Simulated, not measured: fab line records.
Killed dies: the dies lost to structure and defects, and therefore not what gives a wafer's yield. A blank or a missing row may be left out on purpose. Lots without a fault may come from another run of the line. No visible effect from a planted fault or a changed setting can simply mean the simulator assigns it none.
Matching of chambers -- flow nandHarc -- pecvd-01 running NHARC_P_M2_DEP_33: 3 sister chambers
The step deposits SiCN, target thk 30 nm. 3 wafers are shown with their chamber, then 12 later ones without.

## EACH WAFER AND ITS CHAMBER
wafer,chamber,heaterPowerOuterW (W)
L087.2,1,243
L087.3,0,419
L087.5,2,241

## WAFERS WITH NO CHAMBER GIVEN
wafer,heaterPowerOuterW (W)
L089.1,268
L089.2,391
L089.6,264
L093.2,384
L093.4,291
L093.6,262
L096.1,454
L096.3,298
L096.6,297
L097.1,393
L097.4,312
L097.5,324

## THE CHAMBER EACH PASSED THROUGH
wafer,from the rows above,in truth
L089.1,can't be placed: 1 or 2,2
L089.2,0,0
L089.6,can't be placed: 1 or 2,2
L093.2,0,0
L093.4,can't be placed: 1 or 2 or 0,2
L093.6,can't be placed: 1 or 2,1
L096.1,0,0
L096.3,can't be placed: 1 or 2 or 0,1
L096.6,can't be placed: 1 or 2 or 0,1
L097.1,0,0
L097.4,can't be placed: 1 or 2 or 0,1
L097.5,can't be placed: 1 or 2 or 0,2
Placed correctly: 4 of 12. Can't be placed from these rows: 8 (the true chamber is among the candidates in 8). Placed wrongly: 0.
How it was worked out, from the rows above alone: a wafer's distance from a chamber is the root of the sum, over the readings, of the square of ((its reading less the chamber's mean) divided by the reading's scatter). The wafer belongs to the nearest chamber; if the next one is less than 2 further off, it can't be placed. The mean given for a chamber averages the wafers shown for that chamber. The scatter: with one shown wafer a chamber, the root of the mean of the squares of how far each hidden wafer lies from its nearest shown one.
